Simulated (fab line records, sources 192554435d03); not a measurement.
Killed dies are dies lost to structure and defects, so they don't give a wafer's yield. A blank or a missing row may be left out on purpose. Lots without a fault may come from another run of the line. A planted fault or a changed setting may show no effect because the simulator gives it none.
Chamber matching | flow n5_finfet | N5_BEOL_M2_STRIP_19 on rie_diel-04: 4 sister chambers
The step strips in O2. 20 wafers are shown with their chamber, then 10 later ones without.

WAFERS WITH THEIR CHAMBER
wafer  | chamber | showerhead_plenum_p_Torr (Torr) | drypump_motor_current_A (A) | throttle_valve_pct (%)
L074.1 | 1       | 2.16                            | 5.8                         | 16.95
L074.3 | 2       | 2.10                            | 6.0                         | 16.51
L074.4 | 3       | 2.03                            | 5.1                         | 16.67
L075.1 | 2       | 2.10                            | 6.0                         | 16.48
L075.4 | 1       | 2.16                            | 5.9                         | 16.93
L075.6 | 3       | 2.03                            | 5.2                         | 16.68
L077.3 | 1       | 2.16                            | 5.8                         | 16.95
L077.5 | 0       | 2.01                            | 5.9                         | 16.31
L077.6 | 3       | 2.03                            | 5.1                         | 16.67
L076.4 | 3       | 2.03                            | 5.2                         | 16.68
L076.5 | 1       | 2.16                            | 5.9                         | 16.98
L076.6 | 0       | 2.01                            | 5.9                         | 16.30
L079.2 | 2       | 2.10                            | 6.0                         | 16.52
L079.4 | 3       | 2.03                            | 5.2                         | 16.69
L079.5 | 2       | 2.10                            | 6.0                         | 16.52
L080.1 | 3       | 2.03                            | 5.2                         | 16.70
L080.4 | 2       | 2.10                            | 6.0                         | 16.51
L080.5 | 3       | 2.03                            | 5.1                         | 16.71
L087.2 | 1       | 2.15                            | 5.9                         | 16.51
L087.4 | 0       | 2.00                            | 6.0                         | 16.38

SIGNATURES (means of the wafers above)
reading                  | chamber 0 | chamber 1 | chamber 2 | chamber 3 | scatter within a chamber
showerhead_plenum_p_Torr | 2.0067    | 2.1580    | 2.1000    | 2.0300    | 0.00303
drypump_motor_current_A  | 5.933     | 5.860     | 6.000     | 5.157     | 0.0473
throttle_valve_pct       | 16.3300   | 16.8640   | 16.5080   | 16.6857   | 0.101
Rule: a wafer's distance from a chamber is the root of the sum, over the readings, of the square of ((its reading less the chamber's mean) divided by the reading's scatter). The wafer belongs to the nearest chamber; if the next one is less than 2 further off, it can't be placed. The scatter: the root of (the sum of the squares of (reading less its chamber's mean) over the shown wafers, divided by (wafers less chambers)).

WAFERS WITHOUT THEIR CHAMBER
wafer  | showerhead_plenum_p_Torr (Torr) | drypump_motor_current_A (A) | throttle_valve_pct (%)
L087.6 | 2.09                            | 6.0                         | 16.56
L093.2 | 2.09                            | 6.0                         | 16.57
L093.5 | 2.09                            | 6.0                         | 16.57
L093.6 | 2.02                            | 5.1                         | 16.75
L094.2 | 1.99                            | 6.0                         | 16.40
L094.4 | 2.09                            | 6.0                         | 16.58
L094.5 | 2.02                            | 5.1                         | 16.74
L096.3 | 2.08                            | 6.0                         | 16.59
L096.5 | 2.08                            | 6.0                         | 16.60
L096.6 | 2.14                            | 5.8                         | 16.57

WHICH CHAMBER EACH WENT THROUGH
wafer  | from the rows above | in truth
L087.6 | 2                   | 2
L093.2 | 2                   | 2
L093.5 | 2                   | 2
L093.6 | 3                   | 3
L094.2 | 0                   | 0
L094.4 | 2                   | 2
L094.5 | 3                   | 3
L096.3 | 2                   | 2
L096.5 | 2                   | 2
L096.6 | 1                   | 1
Placed correctly: 10 of 10. Can't be placed from these rows: 0. Placed wrongly: 0.
